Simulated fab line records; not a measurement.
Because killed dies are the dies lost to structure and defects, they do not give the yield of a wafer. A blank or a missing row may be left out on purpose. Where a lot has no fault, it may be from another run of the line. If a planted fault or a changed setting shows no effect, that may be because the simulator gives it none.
Which of the tools did it? / flow nand_harc / 14 lots, 42 wafers sampled, at 5 steps of a route of 1302

WHAT EACH GAUGE READ, for each wafer
NHARC_P_M1_CD_MEAS_16. Usual: cd_nm reads 130.4 nm (standard deviation 0.73).
lot=L710; measured=day 6 15:25; on=cd_sem-01; cd_nm (nm)=131.3 131.0 130.8; flag=
lot=L712; measured=day 7 06:38; on=cd_sem-03; cd_nm (nm)=130.3 131.4 130.1; flag=
lot=L713; measured=day 7 12:02; on=cd_sem-03; cd_nm (nm)=131.1 130.2 130.3; flag=
lot=L717; measured=day 9 01:32; on=cd_sem-01; cd_nm (nm)=131.0 131.2 131.3; flag=
lot=L718; measured=day 9 14:19; on=cd_sem-02; cd_nm (nm)=130.3 131.1 130.8; flag=
lot=L720; measured=day 10 09:31; on=cd_sem-01; cd_nm (nm)=131.3 129.4 130.7; flag=
lot=L722; measured=day 11 03:37; on=cd_sem-03; cd_nm (nm)=130.5 131.2 130.4; flag=
lot=L723; measured=day 11 14:04; on=cd_sem-03; cd_nm (nm)=131.4 131.1 130.7; flag=
lot=L724; measured=day 12 06:11; on=cd_sem-01; cd_nm (nm)=130.6 129.1 129.7; flag=
lot=L729; measured=day 13 23:52; on=cd_sem-01; cd_nm (nm)=129.8 131.5 129.2; flag=
lot=L730; measured=day 14 18:41; on=cd_sem-03; cd_nm (nm)=129.1 131.2 129.6; flag=
lot=L731; measured=day 14 19:35; on=cd_sem-01; cd_nm (nm)=130.3 129.7 130.4; flag=
lot=L732; measured=day 15 16:14; on=cd_sem-03; cd_nm (nm)=130.5 129.0 130.1; flag=
lot=L733; measured=day 15 23:58; on=cd_sem-02; cd_nm (nm)=129.0 130.7 130.0; flag=

NHARC_P_M1_THK_MEAS_24: measures by xrf. Usual: thk_nm reads 158.0 nm (standard deviation 1.6).
lot=L710; measured=day 6 17:33; on=film_metro-02; thk_nm (nm)=159.4 157.5 157.3; flag=
lot=L712; measured=day 7 08:49; on=film_metro-02; thk_nm (nm)=157.1 158.8 159.9; flag=
lot=L713; measured=day 7 14:14; on=film_metro-02; thk_nm (nm)=157.6 159.0 158.5; flag=
lot=L717; measured=day 9 03:39; on=film_metro-02; thk_nm (nm)=160.1 157.1 158.2; flag=
lot=L718; measured=day 9 16:25; on=film_metro-02; thk_nm (nm)=158.8 157.1 159.2; flag=
lot=L720; measured=day 10 11:38; on=film_metro-01; thk_nm (nm)=155.5 155.3 158.0; flag=
lot=L722; measured=day 11 05:50; on=film_metro-01; thk_nm (nm)=158.2 159.2 159.0; flag=
lot=L723; measured=day 11 16:11; on=film_metro-02; thk_nm (nm)=158.5 158.5 158.0; flag=
lot=L724; measured=day 12 08:18; on=film_metro-01; thk_nm (nm)=159.4 156.8 157.8; flag=
lot=L729; measured=day 14 01:59; on=film_metro-02; thk_nm (nm)=157.9 160.0 155.5; flag=
lot=L730; measured=day 14 20:47; on=film_metro-02; thk_nm (nm)=156.4 156.7 159.9; flag=
lot=L731; measured=day 14 21:43; on=film_metro-01; thk_nm (nm)=157.1 157.5 155.4; flag=
lot=L732; measured=day 15 18:22; on=film_metro-02; thk_nm (nm)=157.0 155.8 158.4; flag=
lot=L733; measured=day 16 02:06; on=film_metro-01; thk_nm (nm)=155.1 159.9 159.3; flag=

NHARC_END_SORT_01. Usual: defect_limited_yield is 90.7 % with standard deviation 2.9, killed_at_array is 58 with standard deviation 20, killed_at_other is 1.0 with standard deviation 1.2, killed_at_periphery is 4.1 with standard deviation 3, killed_dies is 63 with standard deviation 20, killed_open is 3.2 with standard deviation 1.7, and killed_short is 2.5 with standard deviation 1.5.
lot=L720; measured=day 28 10:50; on=prober-01; defect_limited_yield (%)=89.5 89.4 89.2; killed_at_array=63 59 65; killed_at_other=2 3 1; killed_at_periphery=6 10 7; killed_dies=71 72 73; killed_open=2 5 6; killed_short=4 1 1; flag=
lot=L723; measured=day 29 17:09; on=prober-02; defect_limited_yield (%)=93.8 95.6 93.4; killed_at_array=27 20 31; killed_at_other=2 1 1; killed_at_periphery=13 9 13; killed_dies=42 30 45; killed_open=1 2 4; killed_short=2 0 2; flag=
lot=L724; measured=day 30 05:30; on=prober-01; defect_limited_yield (%)=92.5 90.8 90.5; killed_at_array=50 58 60; killed_at_other=0 1 2; killed_at_periphery=1 3 2; killed_dies=51 62 64; killed_open=3 4 3; killed_short=3 4 4; flag=

TOOL THAT RAN EACH LOT (tool first, then ch and the chambers of the sampled wafers, then the start)
lot=L710; NHARC_P_M1_DEGAS_29=pvd_sputter-01, day 6 16:08; NHARC_P_M2_SOFTBAKE_04=litho_track-01 ch 0, day 6 18:00
lot=L712; NHARC_P_M1_DEGAS_29=pvd_sputter-01, day 7 07:24; NHARC_P_M2_SOFTBAKE_04=litho_track-06 ch 0, day 7 09:00
lot=L713; NHARC_P_M1_DEGAS_29=pvd_sputter-01, day 7 12:48; NHARC_P_M2_SOFTBAKE_04=litho_track-06 ch 0, day 7 15:00
lot=L717; NHARC_P_M1_DEGAS_29=pvd_sputter-01, day 9 02:16; NHARC_P_M2_SOFTBAKE_04=litho_track-01 ch 0, day 9 04:00
lot=L718; NHARC_P_M1_DEGAS_29=pvd_sputter-02, day 9 15:02; NHARC_P_M2_SOFTBAKE_04=litho_track-06 ch 0, day 9 17:00
lot=L720; NHARC_P_M1_DEGAS_29=pvd_sputter-03, day 10 10:14; NHARC_P_M2_SOFTBAKE_04=litho_track-06 ch 0, day 10 12:00
lot=L722; NHARC_P_M1_DEGAS_29=pvd_sputter-02, day 11 04:21; NHARC_P_M2_SOFTBAKE_04=litho_track-01 ch 0, day 11 07:00
lot=L723; NHARC_P_M1_DEGAS_29=pvd_sputter-02, day 11 14:47; NHARC_P_M2_SOFTBAKE_04=litho_track-01 ch 0, day 11 17:00
lot=L724; NHARC_P_M1_DEGAS_29=pvd_sputter-02, day 12 06:54; NHARC_P_M2_SOFTBAKE_04=litho_track-04 ch 0, day 12 09:00
lot=L729; NHARC_P_M1_DEGAS_29=pvd_sputter-03, day 14 00:37; NHARC_P_M2_SOFTBAKE_04=litho_track-06 ch 0, day 14 03:00
lot=L730; NHARC_P_M1_DEGAS_29=pvd_sputter-02, day 14 19:24; NHARC_P_M2_SOFTBAKE_04=litho_track-04 ch 0, day 14 21:00
lot=L731; NHARC_P_M1_DEGAS_29=pvd_sputter-01, day 14 20:18; NHARC_P_M2_SOFTBAKE_04=litho_track-04 ch 0, day 14 22:00
lot=L732; NHARC_P_M1_DEGAS_29=pvd_sputter-02, day 15 16:56; NHARC_P_M2_SOFTBAKE_04=litho_track-04 ch 0, day 15 19:00
lot=L733; NHARC_P_M1_DEGAS_29=pvd_sputter-01, day 16 00:41; NHARC_P_M2_SOFTBAKE_04=litho_track-01 ch 0, day 16 03:00
- NHARC_P_M1_DEGAS_29: time 60 s.
- NHARC_P_M2_SOFTBAKE_04: time 55 s.

WHAT THE TOOLS THEMSELVES READ (means of the sampled wafers that have a number; where no wafer has one, the mark that the record gives instead)
NHARC_P_M1_DEGAS_29. Usual: heater_power_w reads 333 W (standard deviation 29).
lot=L710; tool=pvd_sputter-01; heater_power_w (W)=347; flag=
lot=L712; tool=pvd_sputter-01; heater_power_w (W)=339; flag=
lot=L713; tool=pvd_sputter-01; heater_power_w (W)=346; flag=
lot=L717; tool=pvd_sputter-01; heater_power_w (W)=342; flag=
lot=L718; tool=pvd_sputter-02; heater_power_w (W)=317; flag=
lot=L720; tool=pvd_sputter-03; heater_power_w (W)=343; flag=
lot=L722; tool=pvd_sputter-02; heater_power_w (W)=341; flag=
lot=L723; tool=pvd_sputter-02; heater_power_w (W)=318; flag=
lot=L724; tool=pvd_sputter-02; heater_power_w (W)=327; flag=
lot=L729; tool=pvd_sputter-03; heater_power_w (W)=363; flag=
lot=L730; tool=pvd_sputter-02; heater_power_w (W)=318; flag=
lot=L731; tool=pvd_sputter-01; heater_power_w (W)=324; flag=
lot=L732; tool=pvd_sputter-02; heater_power_w (W)=330; flag=
lot=L733; tool=pvd_sputter-01; heater_power_w (W)=313; flag=

NHARC_P_M2_SOFTBAKE_04. Usual: heater_power_total_W 188.45 W, standard deviation 0.15; resist_line_temp_C 23.02 C, standard deviation 0.11.
lot=L710; tool=litho_track-01; heater_power_total_W (W)=188.34; resist_line_temp_C (C)=22.87; flag=
lot=L712; tool=litho_track-06; heater_power_total_W (W)=188.55; resist_line_temp_C (C)=23.05; flag=
lot=L713; tool=litho_track-06; heater_power_total_W (W)=188.36; resist_line_temp_C (C)=23.13; flag=
lot=L717; tool=litho_track-01; heater_power_total_W (W)=188.70; resist_line_temp_C (C)=23.01; flag=
lot=L718; tool=litho_track-06; heater_power_total_W (W)=188.47; resist_line_temp_C (C)=23.15; flag=
lot=L720; tool=litho_track-06; heater_power_total_W (W)=188.31; resist_line_temp_C (C)=23.06; flag=
lot=L722; tool=litho_track-01; heater_power_total_W (W)=212.53; resist_line_temp_C (C)=22.99; flag=OFF
lot=L723; tool=litho_track-01; heater_power_total_W (W)=212.70; resist_line_temp_C (C)=23.06; flag=OFF
lot=L724; tool=litho_track-04; heater_power_total_W (W)=188.41; resist_line_temp_C (C)=23.00; flag=
lot=L729; tool=litho_track-06; heater_power_total_W (W)=188.39; resist_line_temp_C (C)=22.93; flag=
lot=L730; tool=litho_track-04; heater_power_total_W (W)=188.38; resist_line_temp_C (C)=23.11; flag=
lot=L731; tool=litho_track-04; heater_power_total_W (W)=188.51; resist_line_temp_C (C)=22.92; flag=
lot=L732; tool=litho_track-04; heater_power_total_W (W)=188.49; resist_line_temp_C (C)=23.11; flag=
lot=L733; tool=litho_track-01; heater_power_total_W (W)=188.40; resist_line_temp_C (C)=23.04; flag=

THE ANSWER, worked out from the rows above alone
Rule: lot off if the mean of its wafers having a number is beyond 3 standard deviations from the usual mean. A lot without any number at a reading at which 4 lots or more have one is off too. The other lots that the step has rows for count as sound. Order of review: gauges by route order, followed by the tools' own readings, for which a lot's mean as printed above is used. The first step at which some lot is off is used, and at that step the reading that is off furthest; a lot without a number counts as furthest.
Off at NHARC_P_M2_SOFTBAKE_04 (heater_power_total_W): L722, L723.
If a tool, at that step or one of the process steps before it, ran each lot that is off and ran no sound lot following the first of them, it fits. Of those tried, none fits.

WHAT THE SIMULATOR HAD PUT IN
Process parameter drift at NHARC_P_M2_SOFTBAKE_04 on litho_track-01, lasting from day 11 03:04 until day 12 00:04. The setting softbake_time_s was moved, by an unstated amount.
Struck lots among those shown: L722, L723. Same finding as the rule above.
